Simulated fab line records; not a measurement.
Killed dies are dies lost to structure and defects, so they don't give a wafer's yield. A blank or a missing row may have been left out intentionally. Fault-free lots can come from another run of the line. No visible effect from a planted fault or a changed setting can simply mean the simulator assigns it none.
Comparing a struck lot with a sound one -- flow n5_finfet -- 37 steps out of a route of 1938
Sound: the wafers L753.1, L753.5, L753.6. Struck: wafer L747.3 (left out: L747.5, a lot-mate that was not struck); the cause follows at the end.
At each step with rows: each side's tool, then ch and its chambers, then its first start. Under that, the readings that differ: sound wafers -- struck wafers -- difference of the means -- sigmas: that difference in standard deviations of wafers without a fault.
alike: a reading whose means differ by less than 2 such deviations, as well as words and numbers matching on both sides. not compared: withheld readings; readings where some wafer has no value; bounds like >300 that might hide an equal value; numbers whose values overlap and for which the record gives no deviation.
The two part at a step that has a row with sigmas, a row that says differs or no value, or rows on one side only. Non-overlapping numbers with no deviation appear without sigmas and do not part them. Lack of a reading on every wafer of one side parts them only where that side has two or more wafers.

first, 9 steps without rows for these wafers: N5_BEOL_M5_COAT_05 (resist thk 30 nm); N5_BEOL_M5_EBR_07; N5_BEOL_M5_SOFTBAKE_06 (time 60 s); N5_BEOL_M5_EXPOSE_08 (exposes mask M5, target cd 28 nm); N5_BEOL_M5_PEB_09 (peb time 60 s); N5_BEOL_M5_DEVELOP_10 (develop time 30 s); N5_BEOL_M5_DESCUM_16 (chemistry O2, time 7 s); N5_BEOL_M5_ETCH_72 (etches underlayer in N2/H2, target depth 6.5 nm, time 5.2 s); N5_BEOL_M5_ETCH_61 (etches SiARC in CF4, target depth 15.6 nm, time 26 s).
N5_BEOL_M5_ETCH_62: etches SOC in N2/H2, target depth 75 nm, overetch 15 nm, time 112.5 s.
  sound on rie_diel-01 ch 0,3, day 14 08:58; struck on rie_diel-06 ch 1, day 11 11:11
reading,sound,struck,difference,sigmas
throttle_valve_pct (%),17.3 17.7 17.3,18.2,+0.8,+3
model.SiARC_of_BEOL_M5_COAT_60.thk_nm (nm),6.8 7 6.8,5,-2,
model.BEOL_M5.cd_nm (nm),28 28.6 28,29.2,+1.0,
  alike: drypump_motor_current_A, n2_flow_sccm, oes_product_au, rf_vpp_V, showerhead_plenum_p_Torr
  not compared: rf_hours_counter_h
then, 5 steps without rows for these wafers: N5_BEOL_M5_STRIP_63 (strips in N2/H2); N5_BEOL_M5_STRIP_73 (strips in N2/H2); N5_BEOL_M5_STRIP_64 (strips in CF4); N5_BEOL_M5_HM_OPEN_17 (chemistry Cl2/BCl3, target TiN, target depth 20 nm, overetch 6 nm); N5_BEOL_M5_STRIP_19 (strips in O2).
N5_BEOL_M5_CD_MEAS_18: pitch 56 nm, target cd 28 nm.
  sound: cd_sem-01 at day 14 09:19; struck: cd_sem-01 at day 11 11:33
reading,sound,struck,difference,sigmas
cd_nm (nm),28.3 28.8 28.4,29.3,+0.8,+2
then, 19 steps without rows for these wafers: N5_BEOL_M5_COAT_65 (time 60 s, resist thk 60 nm); N5_BEOL_M5_COAT_66 (time 60 s, resist thk 12 nm); N5_BEOL_M5_COAT_74 (time 60 s, resist thk 5 nm); N5_BEOL_M5_COAT_22 (resist thk 30 nm); N5_BEOL_M5_EBR_24; N5_BEOL_M5_SOFTBAKE_23 (time 60 s); N5_BEOL_M5_EXPOSE_25 (exposes mask V4, defocus 10 nm); N5_BEOL_M5_PEB_26 (peb time 60 s); N5_BEOL_M5_DEVELOP_27 (develop time 30 s); N5_BEOL_M5_DESCUM_33 (chemistry O2, time 7 s); N5_BEOL_M5_ETCH_75 (etches underlayer in N2/H2, target depth 6.5 nm, time 5.2 s); N5_BEOL_M5_ETCH_67 (etches SiARC in CF4, target depth 15.6 nm, time 26 s); N5_BEOL_M5_ETCH_68 (etches SOC in N2/H2, target depth 80 nm, overetch 16 nm, time 120 s); N5_BEOL_M5_STRIP_69 (strips in N2/H2); N5_BEOL_M5_STRIP_76 (strips in N2/H2); N5_BEOL_M5_VIA_ETCH_34 (etches SiCOH lowk in C4F6/O2, target depth 88.3 nm, time 39.2 s); N5_BEOL_M5_STRIP_85 (strips in C4F6/O2); N5_BEOL_M5_STRIP_36 (strips in N2/H2); N5_BEOL_M5_TRENCH_ETCH_37 (etches SiCOH lowk in C4F6/O2, target depth 71.652 nm, time 24.7 s).
N5_BEOL_M5_ETCH_41: etches SiCN in CH3F/O2, target depth 31.5 nm, time 56.7 s.
  sound: rie_diel-06 ch 0,2,3; struck: rie_diel-02 ch 1
reading,sound,struck,difference,sigmas
model.BEOL_M5.cd_nm (nm),28.4 29 28.2,29.4,+0.9,
  alike: O2_flow_sccm, drypump_motor_current_A, oes_product_au, rf_vpp_V, showerhead_plenum_p_Torr, throttle_valve_pct
  not compared: rf_hours_counter_h
-- here the record skips 5 days between the struck wafers' starts before and after, leaving off in module BEOL_M5 and picking up in module PASSIVATION (first step shown: number 1936 of the route) --
N5_PASSIVATION_PROBE_49:
  the record has rows for the struck wafers here (prober-01, day 16 17:35) and none for the sound ones

== WHERE THEY PART ==
At N5_BEOL_M5_ETCH_62 first; at N5_PASSIVATION_PROBE_49 last (within this record only).

WHY: what the simulator had put in
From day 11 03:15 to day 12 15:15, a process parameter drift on rie_diel-06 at N5_BEOL_M5_ETCH_62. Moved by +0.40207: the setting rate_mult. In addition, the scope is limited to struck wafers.
